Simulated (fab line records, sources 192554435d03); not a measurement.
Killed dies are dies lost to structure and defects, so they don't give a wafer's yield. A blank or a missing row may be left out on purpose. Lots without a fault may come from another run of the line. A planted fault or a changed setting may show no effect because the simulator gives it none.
Chamber matching | flow n5_finfet | N5_BEOL_M4_DESCUM_33 on rie_diel-04: 4 sister chambers
The step chemistry O2, time 7 s. 18 wafers are shown with their chamber, then 9 later ones without.

WAFERS WITH THEIR CHAMBER
wafer  | chamber | throttle_valve_pct (%) | oes_product_au (a.u.) | showerhead_plenum_p_Torr (Torr)
L074.2 | 2       | 20.60                  | 0.81                  | 2.12
L074.3 | 0       | 20.32                  | 0.88                  | 2.13
L074.4 | 3       | 20.00                  | 1.01                  | 2.14
L075.1 | 0       | 20.34                  | 0.86                  | 2.13
L075.4 | 3       | 20.01                  | 0.97                  | 2.14
L075.5 | 1       | 19.96                  | 0.85                  | 2.13
L076.3 | 3       | 20.03                  | 0.96                  | 2.14
L076.5 | 3       | 20.02                  | 0.97                  | 2.14
L076.6 | 0       | 20.34                  | 0.87                  | 2.13
L081.3 | 0       | 20.35                  | 0.86                  | 2.13
L081.5 | 0       | 20.34                  | 0.87                  | 2.13
L081.6 | 1       | 19.97                  | 0.84                  | 2.12
L083.1 | 1       | 19.99                  | 0.83                  | 2.12
L083.4 | 0       | 20.35                  | 0.86                  | 2.13
L083.5 | 0       | 20.36                  | 0.85                  | 2.13
L088.2 | 3       | 20.06                  | 0.90                  | 2.13
L088.5 | 3       | 20.05                  | 0.90                  | 2.13
L088.6 | 0       | 20.36                  | 0.85                  | 2.12

SIGNATURES (means of the wafers above)
reading                  | chamber 0 | chamber 1 | chamber 2 | chamber 3 | scatter within a chamber
throttle_valve_pct       | 20.3450   | 19.9733   | 20.6000   | 20.0283   | 0.0176
oes_product_au           | 0.8625    | 0.8400    | 0.8100    | 0.9517    | 0.0273
showerhead_plenum_p_Torr | 2.1288    | 2.1233    | 2.1200    | 2.1367    | 0.00453
Rule: a wafer's distance from a chamber is the root of the sum, over the readings, of the square of ((its reading less the chamber's mean) divided by the reading's scatter). The wafer belongs to the nearest chamber; if the next one is less than 2 further off, it can't be placed. The scatter: the root of (the sum of the squares of (reading less its chamber's mean) over the shown wafers, divided by (wafers less chambers)).

WAFERS WITHOUT THEIR CHAMBER
wafer  | throttle_valve_pct (%) | oes_product_au (a.u.) | showerhead_plenum_p_Torr (Torr)
L087.1 | 20.07                  | 0.90                  | 2.13
L087.2 | 20.38                  | 0.85                  | 2.12
L087.3 | 20.01                  | 0.83                  | 2.12
L090.2 | 20.38                  | 0.83                  | 2.12
L090.3 | 20.64                  | 0.79                  | 2.11
L090.6 | 20.02                  | 0.82                  | 2.12
L094.1 | 20.39                  | 0.82                  | 2.12
L094.3 | 20.10                  | 0.87                  | 2.13
L094.4 | 20.66                  | 0.77                  | 2.10

WHICH CHAMBER EACH WENT THROUGH
wafer  | from the rows above | in truth
L087.1 | 3                   | 3
L087.2 | 0                   | 0
L087.3 | 1                   | 1
L090.2 | 0                   | 0
L090.3 | 2                   | 2
L090.6 | 1                   | 1
L094.1 | 0                   | 0
L094.3 | 3                   | 3
L094.4 | 2                   | 2
Placed correctly: 9 of 9. Can't be placed from these rows: 0. Placed wrongly: 0.
